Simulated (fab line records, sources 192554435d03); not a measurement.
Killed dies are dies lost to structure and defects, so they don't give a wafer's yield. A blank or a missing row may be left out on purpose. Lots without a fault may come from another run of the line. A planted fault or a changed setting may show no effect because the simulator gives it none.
A struck lot beside a sound one | flow n5_finfet | 15 steps out of a route of 1938
Sound: wafers L839.1, L839.2, L839.4. Struck: wafers L833.1, L833.2, L833.6. The cause comes at the end.
At each step with rows: each side's tool, then ch and its chambers, then its first start. Under that, the readings that differ: sound wafers | struck wafers | difference of the means | sigmas: that difference in standard deviations of wafers without a fault.
alike: readings whose means differ by less than 2 such deviations, and words and numbers that are the same on both sides. not compared: withheld readings, readings that some wafer has no value for, bounds like >300 that may hide the same value, and numbers for which the record gives no deviation and whose values overlap.
The two part at a step that has a row with sigmas, a row that says differs or no value, or rows on one side only. Numbers that don't overlap but have no deviation are shown without sigmas and don't part them. A reading that every wafer of one side lacks parts them only if that side has two wafers or more.

N5_MOL_CONTACT_COAG_CD_MEAS_101: target cd 16 nm.
  sound on cd_sem-02, day 8 06:38; struck on cd_sem-01, day 6 16:02
  alike: cd_nm
then, 1 step without rows for these wafers: N5_MOL_CONTACT_COAG_PRE_CLEAN_121.
N5_MOL_CONTACT_COAG_CVD_140: deposits W, target thk 66.5 nm, time 215 s.
  sound on cvd_w-01 ch 0,1, day 8 06:46; struck on cvd_w-02 ch 0,1, day 6 16:11
  alike: heater_power_w, susceptor_temp_C
then, 2 steps without rows for these wafers: N5_MOL_CONTACT_COAG_PRECLEAN_127 (cleans in DIW, time 57.5 s); N5_MOL_CONTACT_COAG_SRD_128 (dry time 32 s).
N5_MOL_CONTACT_COAG_CMP_52: polishes, stops on SiO2, t overpolish 1.5 s, target thk 66.5 nm.
  sound on cmp-03 ch 1,2,3, day 8 07:06; struck on cmp-01 ch 0,3, day 6 16:30
  alike: motor_current_A, overpolish_run_s, time_to_endpoint_s
N5_MOL_CONTACT_COAG_THK_MEAS_53:
  sound on film_metro-01, day 8 07:23; struck on film_metro-02, day 6 16:48
  alike: VIA_MOL_THK
N5_MOL_CONTACT_COAG_ANNEAL_112: time 1800 s.
  sound on hp_anneal-01 ch 0, day 8 07:25; struck on hp_anneal-01 ch 0, day 6 17:06
  alike: wafer_temp_C_max, zone_power_lower_pct, zone_power_top_pct
N5_MOL_CONTACT_COAG_INSPECT_97: inspects for defects (darkfield).
  sound on defect_inspect-02, day 8 10:26; struck on defect_inspect-01, day 6 20:07
  alike: raw_defect_count
N5_BEOL_M0_SAQP_PECVD_00: deposits SiCN from 3MS/NH3, target thk 8 nm, time 14 s.
  sound on pecvd-04 ch 0,1,2, day 8 10:46; struck on pecvd-02 ch 0,2, day 6 20:27
  alike: showerhead_plenum_p_Torr, throttle_valve_pct
then, 1 step without rows for these wafers: N5_BEOL_M0_SAQP_ILD_DEP_01 (deposits SiOC from DEMS/O2, target thk 45.419 nm, time 8.7 s).
N5_BEOL_M0_SAQP_HM_DEP_02: deposits TiN, target thk 12 nm.
  sound on pvd_sputter-03, day 8 11:46; struck on pvd_sputter-02, day 6 22:31
  no value came back on the struck wafers for chamber_pressure_pa (Pa), substrate_temp_c (C), susceptor_temp_C (C), throttle_valve_pct (%); on the sound wafers chamber_pressure_pa (Pa) reads 0.4993 0.4994 0.5007
N5_BEOL_M0_SAQP_PECVD_03: deposits SiCN from 3MS/NH3, target thk 12 nm, time 21.1 s.
  sound on pecvd-04 ch 0,1, day 8 11:54; struck on pecvd-04 ch 0,1,2, day 6 22:38
  alike: showerhead_plenum_p_Torr, throttle_valve_pct
N5_BEOL_M4_RC_MEAS_101:
  the record has rows for the sound wafers here (prober-01 ch 0, day 14 23:28) and none for the struck ones
-- the record jumps here: 9 days lie between the struck wafers' starts before and after (it left off in module BEOL_M4 and takes up again in module PASSIVATION, whose first step shown is number 1936 of the route) --
N5_PASSIVATION_PROBE_49:
  the record has rows for the struck wafers here (prober-01, day 15 22:19) and none for the sound ones

WHERE THEY PART
First at N5_BEOL_M0_SAQP_HM_DEP_02; last, within this record, at N5_PASSIVATION_PROBE_49.

WHY: what the simulator had put in
Skipped step whole: pvd_sputter-02, from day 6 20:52 on, at N5_BEOL_M0_SAQP_HM_DEP_02. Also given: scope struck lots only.
